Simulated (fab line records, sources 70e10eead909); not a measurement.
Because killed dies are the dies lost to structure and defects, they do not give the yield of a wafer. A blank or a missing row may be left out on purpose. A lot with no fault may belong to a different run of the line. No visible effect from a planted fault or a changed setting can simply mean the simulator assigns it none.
Which of the tools did it?	flow nand-harc	6 lots, 18 wafers sampled, at 1 step of a route of 1159

== WHAT THE GAUGES READ, wafer by wafer ==
NHARC_A_BONDPAD_OVL_MEAS_35.
lot	measured	on	overlay-x-nm (nm)
L123	day 18 06:34	overlay-02	1 1 1
L126	day 18 15:56	overlay-02	0 0 0
L128	day 19 10:02	overlay-02	-9 -9 -9
L137	day 22 05:47	overlay-02	3 3 3
L141	day 22 22:40	overlay-01	0 0 0
L144	day 23 09:04	overlay-01	11 11 11

== WHAT TOOL EACH LOT RAN ON (gives the tool, then ch and the chambers of the sampled wafers, and finally the start) ==
The record holds no process step before these readings.

== THE ANSWER, worked out from the rows above alone ==
Rule: what is usual is taken from the lots themselves. The widest of any qualifying gaps counts: lots, ordered by their means at a reading, are off when they make up no more than a third of the lots, leave a main group of 4 or more, and stand apart from it by 3 or more times the standard deviation of that group's means. A main group whose means are all the same, to the digits that the tables above print for the reading, isn't used. Also off: a lot with no number at a reading for which 4 or more lots have one. Where the step has rows for the other lots, those lots are counted as sound.
No lot is off at any reading shown: from this, nothing can be told.

== WHAT THE SIMULATOR HAD PUT IN ==
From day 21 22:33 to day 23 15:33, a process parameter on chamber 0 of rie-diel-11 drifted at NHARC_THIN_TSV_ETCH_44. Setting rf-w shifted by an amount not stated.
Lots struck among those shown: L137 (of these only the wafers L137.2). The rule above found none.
